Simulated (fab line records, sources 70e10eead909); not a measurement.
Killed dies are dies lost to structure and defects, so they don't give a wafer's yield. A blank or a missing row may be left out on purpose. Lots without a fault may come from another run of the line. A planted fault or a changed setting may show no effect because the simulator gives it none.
A struck lot beside a sound one | flow nand_harc | 15 steps out of a route of 1302
Sound: wafers L371.3, L371.4, L371.6. Struck: wafer L388.2. (L388.1, L388.5 of the same lot were not struck and are left out.) The cause comes at the end.
At each step with rows: each side's tool, then ch and its chambers, then its first start. Under that, the readings that differ: sound wafers | struck wafers | difference of the means | sigmas: that difference in standard deviations of wafers without a fault.
alike: readings whose means differ by less than 2 such deviations, and words and numbers that are the same on both sides. not compared: withheld readings, readings that some wafer has no value for, bounds like >300 that may hide the same value, and numbers for which the record gives no deviation and whose values overlap.
The two part at a step that has a row with sigmas, a row that says differs or no value, or rows on one side only. Numbers that don't overlap but have no deviation are shown without sigmas and don't part them. A reading that every wafer of one side lacks parts them only if that side has two wafers or more.

NHARC_A_ONON_D2_THK_MEAS_02: measures by ellipsometry.
  sound on film_metro-01, day 14 00:44; struck on film_metro-01, day 21 06:21
  alike: thk_nm
then, 1 step without rows for these wafers: NHARC_A_ONON_D2_DEP_03 (target thk 1000 nm).
NHARC_A_ONON_D2_THK_MEAS_05: measures by ellipsometry.
  sound on film_metro-02, day 14 01:19; struck on film_metro-01, day 21 06:55
  alike: thk_nm
then, 1 step without rows for these wafers: NHARC_A_ONON_D2_DEP_06 (target thk 1000 nm).
NHARC_A_ONON_D2_THK_MEAS_08: measures by ellipsometry.
  sound on film_metro-01, day 14 01:52; struck on film_metro-02, day 21 07:29
  alike: thk_nm
then, 1 step without rows for these wafers: NHARC_A_ONON_D2_DEP_09 (target thk 1000 nm).
NHARC_A_ONON_D2_THK_MEAS_11: measures by ellipsometry.
  sound on film_metro-02, day 14 02:26; struck on film_metro-02, day 21 08:02
  alike: thk_nm
then, 1 step without rows for these wafers: NHARC_A_ONON_D2_DEP_12 (target thk 1000 nm).
NHARC_A_ONON_D2_THK_MEAS_14: measures by ellipsometry.
  sound on film_metro-01, day 14 03:00; struck on film_metro-01, day 21 08:37
  alike: thk_nm
then, 2 steps without rows for these wafers: NHARC_A_ONON_D2_ANNEAL_15 (time 3600 s); NHARC_A_ONON_D2_DEP_16 (target thk 1000 nm).
NHARC_A_ONON_D2_THK_MEAS_18: measures by ellipsometry.
  sound on film_metro-02, day 14 11:12; struck on film_metro-01, day 21 16:12
  alike: thk_nm
NHARC_A_ONON_D2_DEP_19: target thk 1000 nm.
  sound on pecvd_onon-03 ch 0, day 14 11:22; struck on pecvd_onon-03 ch 0, day 21 16:15
NHARC_A_ONON_D2_THK_MEAS_21: measures by ellipsometry.
  sound on film_metro-02, day 14 11:46; struck on film_metro-02, day 21 16:46
  reading     | sound       | struck | difference | sigmas
  thk_nm (nm) | 994 995 994 | 579    | -415       | -42
then, 1 step without rows for these wafers: NHARC_A_ONON_D2_DEP_22 (target thk 1000 nm).

WHERE THEY PART
Only at NHARC_A_ONON_D2_THK_MEAS_21, within this record.

WHY: what the simulator had put in
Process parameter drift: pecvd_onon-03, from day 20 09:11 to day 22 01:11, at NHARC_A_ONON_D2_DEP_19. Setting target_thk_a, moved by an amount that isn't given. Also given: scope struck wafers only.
